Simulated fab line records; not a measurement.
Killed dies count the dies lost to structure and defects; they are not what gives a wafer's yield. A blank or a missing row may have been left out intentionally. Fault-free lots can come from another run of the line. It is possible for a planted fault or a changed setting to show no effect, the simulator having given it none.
Chamber matching + flow nand_harc + NHARC_P_BONDPAD_ETCH_37 on rie_diel-13: 4 sister chambers
The step etches the open film in N2/H2, target depth 60 nm, overetch 18 nm, time 65.91 s. 8 wafers are shown with their chamber, then 8 later ones without.

== WAFERS WITH THEIR CHAMBER ==
| wafer  | chamber | drypump_motor_current_A (A) | showerhead_plenum_p_Torr (Torr) |
|--------|---------|-----------------------------|---------------------------------|
| L172.1 | 3       | 6.3                         | 2.18                            |
| L172.6 | 0       | 6.1                         | 2.15                            |
| L173.2 | 2       | 5.6                         | 2.17                            |
| L173.3 | 3       | 6.4                         | 2.18                            |
| L173.5 | 1       | 5.7                         | 2.14                            |
| L175.2 | 2       | 5.6                         | 2.16                            |
| L175.5 | 1       | 5.6                         | 2.14                            |
| L175.6 | 0       | 6.1                         | 2.15                            |

== WAFERS WHOSE CHAMBER IS MISSING ==
| wafer  | drypump_motor_current_A (A) | showerhead_plenum_p_Torr (Torr) |
|--------|-----------------------------|---------------------------------|
| L176.1 | 5.6                         | 2.16                            |
| L176.4 | 6.0                         | 2.15                            |
| L176.5 | 5.7                         | 2.14                            |
| L179.2 | 6.4                         | 2.18                            |
| L179.3 | 5.6                         | 2.16                            |
| L179.4 | 5.6                         | 2.14                            |
| L183.3 | 5.6                         | 2.16                            |
| L183.4 | 5.7                         | 2.13                            |

== WHICH CHAMBER EACH WENT THROUGH ==
| wafer  | from the rows above | in truth |
|--------|---------------------|----------|
| L176.1 | 2                   | 2        |
| L176.4 | 0                   | 0        |
| L176.5 | 1                   | 1        |
| L179.2 | 3                   | 3        |
| L179.3 | 2                   | 2        |
| L179.4 | 1                   | 1        |
| L183.3 | 2                   | 2        |
| L183.4 | 1                   | 1        |
Correctly placed: 8 of 8. Not placeable from these rows: 0. 0 placed wrongly.
How it was worked out, from the rows above alone: a wafer's distance from a chamber is the root of the sum, over the readings, of the square of ((its reading less the chamber's mean) divided by the reading's scatter). The wafer belongs to the nearest chamber; if the next one is less than 2 further off, it can't be placed. The mean given for a chamber averages the wafers shown for that chamber. The scatter is the square root of a quotient: the sum, over the shown wafers, of each reading's squared deviation from its chamber's mean, divided by wafers minus chambers.
